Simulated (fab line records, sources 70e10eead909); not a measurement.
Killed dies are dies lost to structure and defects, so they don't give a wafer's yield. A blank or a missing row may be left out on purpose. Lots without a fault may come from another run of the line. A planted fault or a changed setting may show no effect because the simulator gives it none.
Which tool did it? | flow nand_harc | 6 lots, 18 wafers sampled, at 5 steps of a route of 1159

WHAT THE GAUGES READ, wafer by wafer
NHARC_END_SORT_01.
lot  | measured     | on        | killed_at_array
L123 | day 21 18:38 | prober-02 | 29 23 23

WHICH TOOL RAN EACH LOT (tool, then ch and the chambers of the sampled wafers, then the start)
lot  | NHARC_P_CONTACT_CMP_01        | NHARC_P_CONTACT_ETCH_36            | NHARC_P_CONTACT_ALD_22              | NHARC_P_CONTACT_CVD_23
L113 | cmp-02 ch 0,1,3, day 5 15:46  | rie_diel-11 ch 0,1,2, day 5 16:56  | ald_metal-02 ch 0,2,3, day 5 18:35  | cvd_w-02 ch 0,1, no start
L118 | cmp-02 ch 0,1, day 6 14:35    | rie_diel-11 ch 1,2,3, day 6 15:49  | ald_metal-01 ch 0,2, day 6 17:28    | cvd_w-01 ch 0,1, no start
L123 | cmp-04 ch 0,2,3, day 8 04:29  | rie_diel-10 ch 1,2,3, day 8 05:40  | ald_metal-03 ch 0,1,3, day 8 07:21  | cvd_w-02 ch 0,1, day 21 18:38 or earlier
L129 | cmp-04 ch 0,1,3, day 9 16:41  | rie_diel-11 ch 0,1,2, day 9 17:54  | ald_metal-01 ch 1,2, day 9 19:29    | cvd_w-02 ch 0,1, no start
L132 | cmp-03 ch 1,2,3, day 10 08:07 | rie_diel-11 ch 0,2,3, day 10 09:17 | ald_metal-02 ch 1,3, day 10 10:56   | cvd_w-01 ch 0,1, no start
L135 | cmp-02 ch 0,1,2, day 10 19:32 | rie_diel-11 ch 0,1,3, day 10 20:43 | ald_metal-03 ch 1,2,3, day 10 22:22 | cvd_w-02 ch 0,1, no start
- NHARC_P_CONTACT_CMP_01: polishes SiO2, target thk 200 nm.
- NHARC_P_CONTACT_ETCH_36: etches the open film in N2/H2, target depth 260 nm, time 406.25 s.
- NHARC_P_CONTACT_ALD_22: deposits TiN, target thk 3 nm, pulse time 1 s, ald cycles 150.
- NHARC_P_CONTACT_CVD_23: deposits W, target thk 200 nm, time 557 s.

THE ANSWER, worked out from the rows above alone
Rule: what is usual is taken from the lots themselves. Put in order of their means at a reading, lots are off if they are a third of the lots or fewer, leave a main group of 4 or more, and stand apart from it by a gap of 3 or more times the standard deviation of the main group's means; of several such gaps the widest counts. A main group whose means are all the same, to the digits that the tables above print for the reading, isn't used. A lot without any number at a reading at which 4 lots or more have one is off too. The other lots that the step has rows for count as sound.
No lot is off at any reading shown: from this, nothing can be told.

WHAT THE SIMULATOR HAD PUT IN
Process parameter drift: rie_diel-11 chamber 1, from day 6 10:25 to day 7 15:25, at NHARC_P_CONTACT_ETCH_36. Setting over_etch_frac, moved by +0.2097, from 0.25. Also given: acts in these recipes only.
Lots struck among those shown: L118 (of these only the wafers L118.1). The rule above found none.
